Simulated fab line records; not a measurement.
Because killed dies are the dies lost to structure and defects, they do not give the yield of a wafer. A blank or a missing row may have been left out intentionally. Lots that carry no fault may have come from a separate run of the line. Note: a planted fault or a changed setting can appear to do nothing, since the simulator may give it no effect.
Comparing a struck lot with a sound one || flow n5_finfet || 37 out of 1938 route steps
Sound: wafers L734.2, L734.4, L734.6. Wafers struck: L739.2, L739.5, L739.6. The cause comes at the end.
Each step with rows lists, per side, the tool, then ch with its chambers, then its first start. Under that, the readings that differ: sound wafers || struck wafers || difference of the means || sigmas: that difference in standard deviations of wafers without a fault.
alike: readings with means less than 2 such deviations apart, plus words and numbers identical on both sides. not compared: withheld readings, readings lacking a value on some wafer, bounds such as >300 that could conceal the same value, and numbers that have no deviation in the record and whose values overlap.
A row with sigmas, a row that says differs or no value, or rows on one side alone: a step with any of these is where the two part. When numbers do not overlap yet have no deviation, they are printed without sigmas and do not part them. Lack of a reading on every wafer of one side parts them only where that side has two or more wafers.

first, 9 steps without rows for these wafers: N5_BEOL_M4_ANNEAL_95 (time 240 s); N5_BEOL_M4_SPUTTER_96 (material Cu, target thk 4.5 nm, time 8.29 s); N5_BEOL_M4_ECD_50 (material Cu, target thk 300 nm); N5_BEOL_M4_ANNEAL_51 (time 90 s); N5_BEOL_M4_CMP_52 (polishes, stops on SiOC, t overpolish 6.8 s, target thk 40 nm); N5_BEOL_M4_PRE_CLEAN_60 (time 15 s); N5_BEOL_M4_CO_CAP_55 (material Co, precursor CCTBA/H2, target thk 2 nm, time 102.1 s); N5_BEOL_M4_PRE_CLEAN_56 (time 15 s); N5_BEOL_M4_DEP_57 (deposits SiCN from 3MS/NH3, target thk 8 nm, time 14 s).
N5_BEOL_M4_RC_MEAS_101:
  sound on prober-02 ch 0, day 10 08:28; struck on prober-02 ch 0, day 11 04:39
  alike: DIBL_N, DIBL_P, IOFF_N, IOFF_P, ION_N, ION_P, SS_N, SS_P, VT_N, VT_P
then, 24 steps without rows for these wafers: N5_BEOL_M5_ILD_DEP_00 (deposits SiCOH lowk from DEMS/porogen, target thk 140.64 nm, time 25.9 s); N5_BEOL_M5_CURE_79 (cures SiCOH lowk, time 240 s); N5_BEOL_M5_PECVD_70 (deposits SiO2 from TEOS/O2, target thk 16 nm, time 18 s); N5_BEOL_M5_HM_DEP_02 (deposits TiN, target thk 20 nm); N5_BEOL_M5_COAT_59 (time 60 s, resist thk 60 nm); N5_BEOL_M5_COAT_60 (time 60 s, resist thk 12 nm); N5_BEOL_M5_COAT_71 (time 60 s, resist thk 5 nm); N5_BEOL_M5_COAT_05 (resist thk 30 nm); N5_BEOL_M5_EBR_07; N5_BEOL_M5_SOFTBAKE_06 (time 60 s); N5_BEOL_M5_EXPOSE_08 (exposes mask M5, target cd 28 nm); N5_BEOL_M5_PEB_09 (peb time 60 s); N5_BEOL_M5_DEVELOP_10 (develop time 30 s); N5_BEOL_M5_DESCUM_16 (chemistry O2, time 7 s); N5_BEOL_M5_ETCH_72 (etches underlayer in N2/H2, target depth 6.5 nm, time 5.2 s); N5_BEOL_M5_ETCH_61 (etches SiARC in CF4, target depth 15.6 nm, time 26 s); N5_BEOL_M5_ETCH_62 (etches SOC in N2/H2, target depth 75 nm, overetch 15 nm, time 112.5 s); N5_BEOL_M5_STRIP_63 (strips in N2/H2); N5_BEOL_M5_STRIP_73 (strips in N2/H2); N5_BEOL_M5_STRIP_64 (strips in CF4); N5_BEOL_M5_HM_OPEN_17 (chemistry Cl2/BCl3, target TiN, target depth 20 nm, overetch 6 nm); N5_BEOL_M5_STRIP_19 (strips in O2); N5_BEOL_M5_COAT_65 (time 60 s, resist thk 60 nm); N5_BEOL_M5_COAT_66 (time 60 s, resist thk 12 nm).
-- the record jumps here: 3 days lie between the struck wafers' starts before and after (it left off in module BEOL_M5 and takes up again in module BEOL_M14, whose first step shown is number 1762 of the route) --
N5_BEOL_M14_SPUTTER_43: material TaN, target thk 15 nm, time 24.19 s.
  struck on pvd_sputter-03, day 14 10:42; sound on pvd_sputter-03, day 13 14:59
  no value came back on the struck wafers for bias_v (V), cathode_dc_power_W (W), throttle_valve_pct (%); on the sound wafers bias_v (V) reads 169.0 165.9 164.9
N5_BEOL_M14_CMP_49: polishes, stops on SiO2, t overpolish 5.2 s, target thk 560 nm.
  sound on cmp-03 ch 0,1,2, day 13 16:44; struck on cmp-02 ch 0,1,3, day 14 11:38
{"reading": "barrier_field_endpoint_s (s)", "sound": "11.44 11.30 11.59", "struck": "5.53 5.63 5.71", "difference": -5.82, "sigmas": -25}
{"reading": "model.Cu_of_BEOL_M14_ECD_47.thk_nm (nm)", "sound": "570.4 560.6 551.4", "struck": "576.2 589.8 577.4", "difference": "+20.3", "sigmas": ""}
  alike: clearing_platen_down_force_psi, motor_current_A
N5_PASSIVATION_PROBE_49:
  only the struck wafers here have rows in the record (prober-01, day 15 10:43); the sound ones have none

WHERE THEY PART
Earliest at N5_BEOL_M14_SPUTTER_43; latest, in this record, at N5_PASSIVATION_PROBE_49.

WHY: whatever the simulator had introduced
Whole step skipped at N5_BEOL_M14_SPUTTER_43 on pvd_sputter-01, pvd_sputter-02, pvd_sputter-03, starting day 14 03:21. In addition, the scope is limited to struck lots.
